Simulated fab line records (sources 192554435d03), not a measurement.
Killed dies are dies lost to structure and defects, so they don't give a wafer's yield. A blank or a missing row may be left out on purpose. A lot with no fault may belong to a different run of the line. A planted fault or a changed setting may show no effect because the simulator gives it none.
Lot-split experiment | flow n5-finfet | 39 wafers read from 7 lots, route of 1938 steps

## THE SPLIT ITSELF
At N5_HKMG_FIN_PWFM_ALD_03 (deposits TiN, target thk 2 nm, pulse time 1 s, purge time 3 s), the setting ald-cycles was moved away from the recipe's 91 on 15 of the 39 wafers read, by -57.1% to +30.8%. This setting was run at the recipe's value on the other wafers.

The reading comes from the split's own step.

## THE READING
TiN_of_HKMG_FIN_PWFM_ALD_03.thk-nm (the simulator's own value, which no gauge read), in nm, at N5_HKMG_FIN_PWFM_ALD_03 (deposits TiN, target thk 2 nm, pulse time 1 s, purge time 3 s). There is no usual value for it anywhere in the file.

wafer  | tool, chamber at the split | ald-cycles as run | against the recipe | TiN_of_HKMG_FIN_PWFM_ALD_03.thk-nm, nm | against lot-mates on the recipe
L074.3 | ald-metal-04, 1,3,0        | 91                | recipe             | 2                                      | -
L074.4 | ald-metal-04, 1,3,0        | 91                | recipe             | 2                                      | -
L074.5 | ald-metal-04, 1,3,0        | 91                | recipe             | 2                                      | -
L077.1 | ald-metal-03, 1,0,0        | 39                | -57.1%             | 0.8                                    | -1.2
L077.2 | ald-metal-03, 1,0,0        | 39                | -57.1%             | 0.8                                    | -1.2
L077.5 | ald-metal-03, 1,0,0        | 39                | -57.1%             | 0.8                                    | -1.2
L077.3 | ald-metal-03, 3,2,1        | 91                | recipe             | 2                                      | -
L077.4 | ald-metal-03, 3,2,1        | 91                | recipe             | 2                                      | -
L077.6 | ald-metal-03, 3,2,1        | 91                | recipe             | 2                                      | -
L078.1 | ald-metal-03, 1,2,0        | 48                | -47.3%             | 1                                      | -1.0
L078.2 | ald-metal-03, 1,2,0        | 48                | -47.3%             | 1                                      | -1.0
L078.4 | ald-metal-03, 1,2,0        | 48                | -47.3%             | 1                                      | -1.0
L078.3 | ald-metal-03, 3,3,2        | 91                | recipe             | 2                                      | -
L078.5 | ald-metal-03, 3,3,2        | 91                | recipe             | 2                                      | -
L078.6 | ald-metal-03, 3,3,2        | 91                | recipe             | 2                                      | -
L081.1 | ald-metal-04, 1,3,2,0,1,2  | 91                | recipe             | 2                                      | -
L081.2 | ald-metal-04, 1,3,2,0,1,2  | 91                | recipe             | 2                                      | -
L081.3 | ald-metal-04, 1,3,2,0,1,2  | 91                | recipe             | 2                                      | -
L081.4 | ald-metal-04, 1,3,2,0,1,2  | 91                | recipe             | 2                                      | -
L081.5 | ald-metal-04, 1,3,2,0,1,2  | 91                | recipe             | 2                                      | -
L081.6 | ald-metal-04, 1,3,2,0,1,2  | 91                | recipe             | 2                                      | -
L087.1 | ald-metal-02, 2,0,0        | 91                | recipe             | 2                                      | -
L087.4 | ald-metal-02, 2,0,0        | 91                | recipe             | 2                                      | -
L087.5 | ald-metal-02, 2,0,0        | 91                | recipe             | 2                                      | -
L087.2 | ald-metal-02, 1,3,3        | 53                | -41.8%             | 1.2                                    | -0.8
L087.3 | ald-metal-02, 1,3,3        | 53                | -41.8%             | 1.2                                    | -0.8
L087.6 | ald-metal-02, 1,3,3        | 53                | -41.8%             | 1.2                                    | -0.8
L088.1 | ald-metal-02, 3,2,0        | 113               | +24.2%             | 2.4                                    | +0.4
L088.2 | ald-metal-02, 3,2,0        | 113               | +24.2%             | 2.4                                    | +0.4
L088.5 | ald-metal-02, 3,2,0        | 113               | +24.2%             | 2.4                                    | +0.4
L088.3 | ald-metal-02, 0,1,3        | 91                | recipe             | 2                                      | -
L088.4 | ald-metal-02, 0,1,3        | 91                | recipe             | 2                                      | -
L088.6 | ald-metal-02, 0,1,3        | 91                | recipe             | 2                                      | -
L092.1 | ald-metal-02, 3,2,2        | 91                | recipe             | 2                                      | -
L092.2 | ald-metal-02, 3,2,2        | 91                | recipe             | 2                                      | -
L092.6 | ald-metal-02, 3,2,2        | 91                | recipe             | 2                                      | -
L092.3 | ald-metal-02, 1,1,3        | 119               | +30.8%             | 2.6                                    | +0.6
L092.4 | ald-metal-02, 1,1,3        | 119               | +30.8%             | 2.6                                    | +0.6
L092.5 | ald-metal-02, 1,1,3        | 119               | +30.8%             | 2.6                                    | +0.6
Rows listing several chambers each stand for several wafers; the file does not say which wafer went through which chamber.

FIT RESULTS
A straight line over all 39 wafers: TiN_of_HKMG_FIN_PWFM_ALD_03.thk-nm changes by +0.0201 nm for each +1% of ald-cycles; r = +1.00; the points scatter about the line by 0.032 nm.
The same after taking each lot's own level away (the mean of its wafers on the recipe; 39 wafers): +0.0201 nm for each +1%; r = +1.00; scatter 0.032 nm.
Per that fit: largest ald-cycles move, reading shift of 1.1 nm.
The lots' own levels span 2.00 to 2.00 nm.
The two slopes are in agreement: the lot-to-lot level therefore moves the slope only a little.
Check: with one of the wafers moved furthest among these (-57.1%) left out of the fit, the line predicts -1.15 nm for it against its lot-mates. Against them it came out at -1.2 nm.

## THE OTHER SPLITS THESE WAFERS WENT THROUGH
Note: prior to the reading, these wafers also went through further splits. Each is held against what the fit with the lots' levels taken away leaves over:
other split on the same wafers | wafers away from the commonest value | r with TiN_of_HKMG_FIN_PWFM_ALD_03.thk-nm (lot level and that fit taken away)
N5_FIN_SAQP_PECVD_06 time-s    | 18                                   | +0.10
N5_ILD0_ALD_15 ald-cycles      | 15                                   | -0.32

## FILE'S OWN FIT
TiN_of_HKMG_FIN_PWFM_ALD_03.thk-nm changes by +0.0202 nm for each +1% of ald-cycles, r = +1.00.
